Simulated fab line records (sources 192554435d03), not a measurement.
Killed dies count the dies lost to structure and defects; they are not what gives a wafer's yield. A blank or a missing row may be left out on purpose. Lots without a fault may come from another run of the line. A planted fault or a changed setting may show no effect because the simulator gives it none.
fab line records | flow n5_finfet
[record] lots = 10 | wafers = 29 | last_day = 18
route steps=1938 shown MOL_CONTACT_COAG@563 BEOL_M0_SAQP@636 BEOL_M4@1111
lots that met no fault: taken from a fault-free run of the same line
start_h: the number of hours between the record's first day and the start of the first shown wafer of the lot | wait_h: hours elapsed since this lot's preceding step | " the same as in the row above | L1.1+2: a row that stands for several wafers | - no value, or no start was given | * or withheld: withheld | < > ~ a bound
route shown NAME@n: names a module that has steps shown in the file, with the first one's number in the route | usual: mean/standard deviation taken from wafers without a fault | same: alike in all rows | chamber/n: place in a boat | sites: each site's reading | _std_site: the standard deviation of these | _edge_site: inner sites' mean taken away from outer sites' mean | radius_mm: how far each site lies from the wafer's centre | mask NAME#n: copy n | behind: tool/chamber where the wafer was last shaped | hold: why the lot was held/for how many hours/how that ended | device: the transistor (n, p or np) that didn't switch | end of line: the same wafers' tests at the end of the route | where a step has no rows: the recipe by itself | killed: dies lost to structure and defects at the first sort, not the wafer's yield | map: shows each die of a wafer: x if killed, . if not, _ if none is there
set.NAME: the run value of the setting; set.NAME@STEP: its run value at that earlier step | model.NAME: the simulator's own value behind a step, which no gauge read
steps of the route over a sample of lots; a table a step, a row a wafer
services: a tool's chamber out of use, with start hour (start_h, from the record's first day; less than 0 if before it), hours out, and reason
[[steps]]
[step N5_MOL_CONTACT_COAG_PECVD_31]
[recipe] material = SiO2 | target_thk_a = 460 | temp_c = 400 | precursor = TEOS/O2 | pressure_torr = 6.5 | rf_w = withheld | teos_flow_sccm = withheld | gas = O2 | flow_sccm = 2650 | time_s = 8.9
lot.wafer  | tool     | chamber | start_h | wait_h
L907.2+3+5 | pecvd-02 | 2,0,2   | 96.32   | 0.3
L908.1+5+6 | pecvd-03 | 2,0,2   | 102.39  | 0.3
L909.1+3+5 | pecvd-04 | 0,2,2   | 108.82  | 0.3
L910.2+5+6 | pecvd-03 | 2,1,0   | 115.12  | 0.3
L911.3+5+6 | pecvd-02 | 0,0,1   | 124.64  | 0.3
L912.2+5+6 | pecvd-04 | 2,2,1   | 125.30  | 0.3
L914.1+4+6 | pecvd-03 | 1,0,1   | 142.97  | 0.3
L921.3+5   | pecvd-04 | 2       | 188.00  | 0.3
L926.1+4+5 | pecvd-02 | 2,0,1   | 216.39  | 0.3
L930.1+5+6 | pecvd-03 | 1,1,2   | 243.08  | 0.3
[step N5_MOL_CONTACT_COAG_CMP_52]
[recipe] stop_on = SiO2 | t_overpolish_s = 1.5 | post_cmp_clean = w_dilute_nh4oh | down_force_psi = 4 | platen_rpm = 50.289 | pad_velocity_m_s = 1.0006 | target_thk_nm = 66.5
[usual] head_pressure_psi = 3.999/0.0092 | motor_current_A = 11.9/1.1 | slurry_filter_dp_kPa = 13.49/0.14
lot.wafer | tool   | chamber | start_h | wait_h | head_pressure_psi | motor_current_A | slurry_filter_dp_kPa
L907.3    | cmp-01 | 0       | 101.03  | 0.1    | 4.016             | 12.2            | 13.57
L907.2    | "      | 1       | "       | "      | 4.002             | 10.1            | 13.40
L907.5    | "      | 0       | "       | "      | 4.017             | 12.9            | 13.33
L908.1    | cmp-01 | 2       | 111.22  | 0.0    | 3.999             | 12.3            | 13.44
L908.6    | "      | 2       | "       | "      | 4.005             | 12.4            | 13.67
L908.5    | "      | 3       | "       | "      | 3.999             | 12.5            | 13.52
L909.1    | cmp-03 | 1       | 113.54  | 0.1    | 4.009             | 12.1            | 13.43
L909.3    | "      | 3       | "       | "      | 4.006             | 11.7            | 13.61
L909.5    | "      | 0       | "       | "      | 4.002             | 10.7            | 13.42
L910.2    | cmp-01 | 1       | 119.91  | 0.1    | 3.995             | 10.5            | 13.46
L910.5    | "      | 3       | "       | "      | 4.007             | 13.1            | 13.54
L910.6    | "      | 0       | "       | "      | 3.999             | 12.7            | 13.47
L911.3    | cmp-03 | 2       | 128.97  | 0.1    | 4.020             | 13.3            | 13.34
L911.5    | "      | 3       | "       | "      | 4.006             | 12.4            | 13.50
L911.6    | "      | 0       | "       | "      | 3.991             | 10.3            | 13.42
L912.2    | cmp-03 | 1       | 129.73  | 0.1    | 4.010             | 11.4            | 13.72
L912.6    | "      | 3       | "       | "      | 4.022             | 12.5            | 13.36
L912.5    | "      | 0       | "       | "      | 4.001             | 10.4            | 13.51
L914.1    | cmp-01 | 2       | 146.32  | 0.0    | 3.980             | 11.7            | 13.59
L914.4    | "      | 3       | "       | "      | 3.993             | 12.8            | 13.41
L914.6    | "      | 2       | "       | "      | 3.989             | 11.3            | 13.82
L921.3    | cmp-04 | 0       | 192.40  | 0.2    | 3.991             | 11.9            | 13.59
L921.5    | "      | 2       | "       | "      | 3.989             | 11.3            | 13.35
L926.4    | cmp-04 | 3       | 221.39  | 0.1    | 3.996             | 13.7            | 13.55
L926.1    | "      | 0       | "       | "      | 4.001             | 12.0            | 13.43
L926.5    | "      | 3       | "       | "      | 3.995             | 13.5            | 13.37
L930.1    | cmp-03 | 0       | 246.22  | 0.2    | 4.013             | 10.7            | 13.51
L930.6    | "      | 1       | "       | "      | 3.999             | 12.7            | 13.51
L930.5    | "      | 2       | "       | "      | 4.014             | 13.0            | 13.49
[step N5_MOL_CONTACT_COAG_THK_MEAS_53]
[recipe] reads = SiO2_of_MOL_CONTACT_COAG_PECVD_31
[usual] VIA_MOL_THK = 43.8/0.77
lot.wafer | tool          | chamber | start_h | wait_h | VIA_MOL_THK[nm]
L907.2    | film_metro-01 | -       | 101.29  | -      | 43.6
L907.3    | "             | -       | "       | "      | 44.9
L907.5    | "             | -       | "       | "      | 44.6
L908.1    | film_metro-02 | -       | 111.51  | -      | 42.7
L908.5    | "             | -       | "       | "      | 44.6
L908.6    | "             | -       | "       | "      | 43.3
L909.1    | film_metro-01 | -       | 113.79  | -      | 43.6
L909.3    | "             | -       | "       | "      | 43.1
L909.5    | "             | -       | "       | "      | 43.3
L910.2    | film_metro-01 | -       | 120.13  | -      | 42.7
L910.5    | "             | -       | "       | "      | 43.7
L910.6    | "             | -       | "       | "      | 44.2
L911.3    | film_metro-02 | -       | 129.16  | -      | 44.2
L911.5    | "             | -       | "       | "      | 44.6
L911.6    | "             | -       | "       | "      | 44.5
L912.2    | film_metro-02 | -       | 129.95  | -      | 42.7
L912.5    | "             | -       | "       | "      | 43.5
L912.6    | "             | -       | "       | "      | 44.1
L914.1    | film_metro-02 | -       | 146.62  | -      | 44.3
L914.4    | "             | -       | "       | "      | 44.6
L914.6    | "             | -       | "       | "      | 44.2
L921.3    | film_metro-02 | -       | 192.58  | -      | 16.7
L921.5    | "             | -       | "       | "      | 43.2
L926.1    | film_metro-02 | -       | 221.65  | -      | 44.1
L926.4    | "             | -       | "       | "      | 45.2
L926.5    | "             | -       | "       | "      | 44.8
L930.1    | film_metro-01 | -       | 246.41  | -      | 43.2
L930.5    | "             | -       | "       | "      | 43.8
L930.6    | "             | -       | "       | "      | 42.3
[step N5_MOL_CONTACT_COAG_INSPECT_97]
[recipe] inspect_instrument = darkfield | mode = post_anneal
[usual] raw_defect_count = 43/18
lot.wafer | tool              | chamber | start_h | wait_h | raw_defect_count
L907.2    | defect_inspect-02 | -       | 104.36  | 0.0    | 66
L907.3    | "                 | -       | "       | "      | 42
L907.5    | "                 | -       | "       | "      | 27
L908.1    | defect_inspect-02 | -       | 114.58  | 0.0    | 42
L908.5    | "                 | -       | "       | "      | 49
L908.6    | "                 | -       | "       | "      | 32
L909.1    | defect_inspect-01 | -       | 117.56  | 0.0    | 50
L909.3    | "                 | -       | "       | "      | 44
L909.5    | "                 | -       | "       | "      | 28
L910.2    | defect_inspect-01 | -       | 123.20  | 0.0    | 27
L910.5    | "                 | -       | "       | "      | 28
L910.6    | "                 | -       | "       | "      | 40
L912.2    | defect_inspect-02 | -       | 134.39  | 0.1    | 79
L912.5    | "                 | -       | "       | "      | 46
L912.6    | "                 | -       | "       | "      | 67
L911.3    | defect_inspect-01 | -       | 134.40  | 0.1    | 37
L911.5    | "                 | -       | "       | "      | 14
L911.6    | "                 | -       | "       | "      | 37
L914.1    | defect_inspect-02 | -       | 149.90  | 0.0    | 38
L914.4    | "                 | -       | "       | "      | 54
L914.6    | "                 | -       | "       | "      | 17
L921.3    | defect_inspect-01 | -       | 195.95  | 0.1    | 27
L921.5    | "                 | -       | "       | "      | 23
L926.1    | defect_inspect-02 | -       | 224.71  | 0.0    | 42
L926.4    | "                 | -       | "       | "      | 32
L926.5    | "                 | -       | "       | "      | 56
L930.1    | defect_inspect-01 | -       | 252.24  | 0.0    | 84
L930.5    | "                 | -       | "       | "      | 72
L930.6    | "                 | -       | "       | "      | 120
[step N5_BEOL_M0_SAQP_PECVD_96]
[recipe] material = a-Si | target_thk_a = 450 | temp_c = 350 | precursor = SiH4/He | pressure_torr = 3 | rf_w = 100 | time_s = 45.2
[usual] heater_power_w = 645/43 | showerhead_plenum_p_Torr = 5.66/0.05 | throttle_valve_pct = 18.6/1.7
lot.wafer | tool     | chamber | start_h | wait_h | heater_power_w | showerhead_plenum_p_Torr | throttle_valve_pct
L907.2    | pecvd-04 | 2       | 105.22  | 0.0    | 709            | 5.59                     | 16.8
L907.3    | "        | 1       | "       | "      | 593            | 5.68                     | 18.4
L907.5    | "        | 0       | "       | "      | 572            | 5.67                     | 21.6
L908.1    | pecvd-02 | 2       | 115.94  | 0.0    | 617            | 5.69                     | 18.3
L908.5    | "        | 1       | "       | "      | 685            | 5.71                     | 18.2
L908.6    | "        | 0       | "       | "      | 670            | 5.62                     | 19.8
L909.1    | pecvd-01 | 1       | 118.42  | 0.0    | 675            | 5.64                     | 17.1
L909.3    | "        | 0       | "       | "      | 614            | 5.74                     | 18.9
L909.5    | "        | 0       | "       | "      | 630            | 5.75                     | 19.0
L910.2    | pecvd-04 | 1       | 123.74  | 0.0    | 656            | 5.67                     | 18.7
L910.5    | "        | 2       | "       | "      | 629            | 5.59                     | 16.8
L910.6    | "        | 1       | "       | "      | 651            | 5.65                     | 18.3
L911.3    | pecvd-02 | 1       | 136.73  | 0.0    | 693            | 5.73                     | 18.4
L911.5    | "        | 1       | "       | "      | 689            | 5.73                     | 18.3
L911.6    | "        | 2       | "       | "      | 609            | 5.71                     | 18.4
L912.2    | pecvd-04 | 0       | 136.77  | 0.0    | 597            | 5.68                     | 22.2
L912.5    | "        | 2       | "       | "      | 637            | 5.58                     | 16.3
L912.6    | "        | 0       | "       | "      | 587            | 5.66                     | 21.9
L914.1    | pecvd-01 | 2       | 151.55  | 0.0    | 622            | 5.69                     | 17.8
L914.4    | "        | 2       | "       | "      | 622            | 5.71                     | 18.1
L914.6    | "        | 0       | "       | "      | 721            | 5.73                     | 19.1
L921.3    | pecvd-01 | 2       | 196.72  | 0.0    | 555            | 5.71                     | 18.0
L921.5    | "        | 0       | "       | "      | 666            | 5.75                     | 19.5
L926.1    | pecvd-04 | 1       | 228.52  | 0.0    | 625            | 5.66                     | 18.5
L926.4    | "        | 2       | "       | "      | 664            | 5.59                     | 16.9
L926.5    | "        | 1       | "       | "      | 645            | 5.66                     | 18.4
L930.1    | pecvd-01 | 0       | 254.43  | 0.0    | 696            | 5.74                     | 19.2
L930.5    | "        | 1       | "       | "      | 692            | 5.63                     | 17.0
L930.6    | "        | 2       | "       | "      | 573            | 5.69                     | 15.8
[step N5_BEOL_M4_RC_MEAS_101]
[usual] DIBL_N = 36.2/1.6 | DIBL_P = 36.1/2 | IOFF_N = 0.16/0.032 | IOFF_P = 0.22/0.036 | ION_N = 672/11 | ION_P = 463/7.5 | SS_N = 71.4/0.58 | SS_P = 73.2/0.67 | VT_N = 250/3.3 | VT_P = -250/3.3
lot.wafer | tool      | chamber | start_h | wait_h | DIBL_N[mV/V] | DIBL_P[mV/V] | IOFF_N[nA/um] | IOFF_P[nA/um] | ION_N[uA/um] | ION_P[uA/um] | SS_N[mV/dec] | SS_P[mV/dec] | VT_N[mV] | VT_P[mV]
L907.2    | prober-02 | 0       | 172.98  | 0.2    | 36.6         | 37.3         | 0.13          | 0.17          | 652          | 446          | 71.1         | 72.5         | 254      | -257
L907.3    | "         | 0       | "       | "      | 37.2         | 38.7         | 0.17          | 0.19          | 679          | 456          | 72.3         | 74.0         | 247      | -251
L907.5    | "         | 0       | "       | "      | 34.5         | 35.6         | 0.12          | 0.15          | 660          | 444          | 70.7         | 72.3         | 255      | -256
L908.1    | prober-01 | 0       | 175.49  | 0.0    | 35.8         | 35.9         | 0.15          | 0.24          | 678          | 477          | 71.1         | 73.3         | 249      | -246
L908.5    | "         | 0       | "       | "      | 33.8         | 32.6         | 0.11          | 0.19          | 659          | 464          | 70.3         | 72.6         | 253      | -251
L908.6    | "         | 0       | "       | "      | 35.6         | 34.7         | 0.15          | 0.22          | 672          | 470          | 71.3         | 72.8         | 248      | -247
L909.1    | prober-02 | 0       | 179.65  | 0.0    | 35.8         | 36.9         | 0.15          | 0.22          | 678          | 470          | 71.6         | 73.6         | 248      | -250
L909.3    | "         | 0       | "       | "      | 35.9         | 35.7         | 0.15          | 0.19          | 664          | 457          | 71.4         | 72.8         | 249      | -252
L909.5    | "         | 0       | "       | "      | 38.0         | 39.7         | 0.19          | 0.27          | 675          | 469          | 72.2         | 74.3         | 249      | -249
L910.2    | prober-02 | 0       | 181.64  | 0.2    | 36.3         | 35.6         | 0.16          | 0.23          | 683          | 474          | 71.8         | 73.3         | 247      | -250
L910.5    | "         | 0       | "       | "      | 37.3         | 37.0         | 0.18          | 0.25          | 680          | 465          | 71.7         | 73.5         | 247      | -246
L910.6    | "         | 0       | "       | "      | 37.1         | 36.1         | 0.16          | 0.22          | 680          | 472          | 71.6         | 73.8         | 248      | -250
L911.3    | prober-01 | 0       | 197.74  | 0.3    | 38.3         | 35.2         | 0.17          | 0.21          | 679          | 465          | 71.6         | 73.2         | 248      | -249
L911.5    | "         | 0       | "       | "      | 35.9         | 32.5         | 0.13          | 0.18          | 662          | 458          | 71.3         | 71.8         | 248      | -251
L911.6    | "         | 0       | "       | "      | 36.2         | 33.4         | 0.13          | 0.19          | 671          | 460          | 71.5         | 72.3         | 251      | -250
L912.2    | prober-01 | 0       | 200.53  | 0.2    | 37.3         | 36.4         | 0.17          | 0.23          | 673          | 467          | 71.5         | 73.2         | 250      | -247
L912.5    | "         | 0       | "       | "      | 36.5         | 34.5         | 0.17          | 0.20          | 678          | 459          | 71.8         | 72.7         | 247      | -249
L912.6    | "         | 0       | "       | "      | 34.3         | 33.2         | 0.13          | 0.18          | 668          | 457          | 70.1         | 72.1         | 249      | -250
L914.1    | prober-02 | 0       | 213.45  | 0.0    | 34.3         | 33.8         | 0.13          | 0.17          | 659          | 452          | 71.4         | 72.2         | 255      | -256
L914.4    | "         | 0       | "       | "      | 33.2         | 33.0         | 0.12          | 0.15          | 648          | 440          | 70.8         | 72.7         | 257      | -258
L914.6    | "         | 0       | "       | "      | 35.8         | 37.2         | 0.16          | 0.22          | 670          | 458          | 71.2         | 73.9         | 249      | -252
L921.3    | prober-01 | 0       | 279.02  | 0.3    | 35.1         | 36.3         | 0.14          | 0.18          | 668          | 459          | 70.8         | 72.5         | 252      | -256
L921.5    | "         | 0       | "       | "      | 34.9         | 35.6         | 0.13          | 0.17          | 656          | 444          | 70.9         | 73.1         | 254      | -255
L926.1    | prober-02 | 0       | 317.33  | 0.0    | 35.7         | 34.4         | 0.15          | 0.18          | 675          | 458          | 71.3         | 73.4         | 250      | -255
L926.4    | "         | 0       | "       | "      | 35.1         | 34.1         | 0.15          | 0.17          | 665          | 449          | 71.9         | 73.3         | 252      | -251
L926.5    | "         | 0       | "       | "      | 36.1         | 35.5         | 0.16          | 0.19          | 679          | 455          | 71.9         | 73.0         | 249      | -251
L930.1    | prober-02 | 0       | 339.85  | 0.0    | 38.7         | 39.5         | 0.20          | 0.25          | 694          | 469          | 72.4         | 73.6         | 244      | -246
L930.5    | "         | 0       | "       | "      | 36.5         | 37.2         | 0.16          | 0.22          | 679          | 470          | 72.2         | 73.4         | 250      | -247
L930.6    | "         | 0       | "       | "      | 34.7         | 35.7         | 0.13          | 0.20          | 661          | 465          | 71.4         | 72.2         | 252      | -252
[[services]]
tool     | chamber | start_h | hours | kind
cmp-04   | -       | 84.45   | 7.3   | pm
pecvd-03 | -       | 99.55   | 2.8   | pm
cmp-01   | -       | 102.37  | 1.4   | repair
pecvd-04 | 1       | 107.70  | 5.5   | scheduled_down
pecvd-04 | -       | 116.67  | 4.2   | repair
cmp-04   | -       | 142.39  | 1.4   | repair
cmp-04   | -       | 143.81  | 4.8   | pm
pecvd-01 | -       | 145.77  | 0.4   | repair
cmp-04   | -       | 167.40  | 3.8   | repair
pecvd-01 | -       | 167.41  | 28.1  | pm
cmp-03   | -       | 172.74  | 4.8   | pm
cmp-04   | -       | 182.93  | 1.8   | repair
cmp-03   | -       | 183.59  | 6.1   | repair
pecvd-04 | 0       | 185.10  | 15.7  | repair
cmp-04   | -       | 188.59  | 1.0   | repair
pecvd-02 | -       | 193.63  | 1.1   | repair
cmp-04   | -       | 197.14  | 0.6   | repair
pecvd-03 | -       | 200.41  | 0.4   | repair
cmp-03   | -       | 208.71  | 0.5   | repair
cmp-01   | -       | 209.41  | 4.0   | pm
pecvd-03 | 0       | 214.70  | 6.0   | repair
pecvd-02 | 2       | 227.03  | 2.5   | repair
pecvd-04 | -       | 229.60  | 7.4   | repair
cmp-04   | -       | 235.74  | 4.0   | pm
[[key]]
[first_sign] step = N5_MOL_CONTACT_COAG_THK_MEAS_53 | reading = VIA_MOL_THK | direction = down | sigmas = 35 | usual = 43.8 | struck = 16.7
effect none on later readings
met_at N5_MOL_CONTACT_COAG_PECVD_31
struck_lots L921
struck_wafers L921.3
not_acting_at N5_MOL_CONTACT_COAG_CMP_52,N5_MOL_CONTACT_COAG_INSPECT_97,N5_BEOL_M0_SAQP_PECVD_96
onset_between 125.30 188.00
[fault] kind = process_parameter_drift | tool = pecvd-04 | chamber = - | onset_h = 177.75 | steps = N5_MOL_CONTACT_COAG_PECVD_31 | channel = time_s | offset = * | shape = step | end_h = 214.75 | scope = struck_wafers_only | acts_in = * | stated = *
